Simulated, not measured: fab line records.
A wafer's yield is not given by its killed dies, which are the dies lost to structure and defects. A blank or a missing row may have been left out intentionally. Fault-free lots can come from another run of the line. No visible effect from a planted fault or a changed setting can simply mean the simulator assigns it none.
Problem report in the 8D (eight disciplines) form, filled by code	flow n5 finfet	the parts of the form that need people (team, actions taken, sign-off) are left out

1. WHAT WENT WRONG
At N5_BEOL_M6_CMP_52, time to endpoint s averages 80 s over 2 wafers from 2 lots, while fault-free wafers read 61 s, standard deviation 3.6. That puts it +5.3 standard deviations away from the usual mean.
The step: polishes, stops on SiCOH lowk, t overpolish 6.9 s, target thk 80 nm.
Earliest sighting: wafer L788.2 on cmp-01 at day 14 05:09. At this step, 31 wafers from 11 lots have a number in the record. Rule for "out", or "out of limits": more than 4 standard deviations from the usual mean. The rest of the wafers with a number are treated as sound.

2. WHAT THIS IS AND IS NOT
question	is	is not
which readings at this step	time to endpoint s	slurry filter dp kPa
which lots	L788, L792	L773, L774, L775, L776, L779, L780, L782, L785, L795
which wafers of those lots	L788.2, L792.5	L788.6, L792.3
read on which tools	cmp-01, cmp-04	cmp-02
when	from day 14 05:09	up to then (25 sound wafers); but 4 sound wafers of L792, L795 came after

3. THE SUSPECTS, EACH WITH WHAT RULES IT OUT
Counting: a tool at a process step up to the reading stays a suspect if it ran every lot that is out. Sound lots after the first of them don't rule it out here, since some wafers of a struck lot are sound.
- ald metal-03 at N5_BEOL_M6_ALD_77 (deposits TaN, target thk 2 nm, pulse time 2 s, purge time 3 s): kept. It ran every lot that is out, first L788 (day 14 03:56); its last sound lot up to then is L779 (day 11 22:01).
- pvd sputter-01 at N5_BEOL_M6_SURFACE_TREAT_79: kept. It ran every lot that is out, first L788 (day 14 04:14); its last sound lot up to then is L785 (day 13 06:08).
- ecd cu-01 at N5_BEOL_M6_ECD_50 (material Cu, target thk 300 nm): kept. It ran every lot that is out, first L788 (day 14 04:35); its last sound lot up to then is L785 (day 13 06:32).
The count leaves ald metal-03 at N5_BEOL_M6_ALD_77, pvd sputter-01 at N5_BEOL_M6_SURFACE_TREAT_79, and ecd cu-01 at N5_BEOL_M6_ECD_50.

4. THE CAUSE (what the simulator had put in)
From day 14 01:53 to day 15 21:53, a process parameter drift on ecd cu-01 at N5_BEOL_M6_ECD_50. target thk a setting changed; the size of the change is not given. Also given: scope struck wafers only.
Counting leaves 3 suspects; this tool is one of them.

5. SEQUENCE OF EFFECTS, ordered by route
Each row: a reading where the mean over the struck wafers with a number is more than 3 standard deviations away from the usual. Only readings for which the record gives a usual standard deviation are gone through. hours: the time from each lot's start at the first step in this table that gives one to its start at this step, as a median over the lots. sigmas: the change in usual standard deviations.
hours	step	reading	usual	on struck wafers	change	sigmas
0	N5_BEOL_M6_CMP_52	time to endpoint s	61 s	80	+19	+5.3
Here are the process steps it includes:
- N5_BEOL_M6_CMP_52: polishes, stops on SiCOH lowk, t overpolish 6.9 s, target thk 80 nm.

6. HOW IT WOULD HAVE BEEN CAUGHT EARLIER
3 hours passed between the start of the fault at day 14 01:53 and the first reading out of limits in this record, taken at day 14 05:09.
Among the 2 lots that are out, L792 began N5_BEOL_M6_ECD_50 on ecd cu-01 after day 14 05:09. A tool hold placed at that time would have kept it from harm.
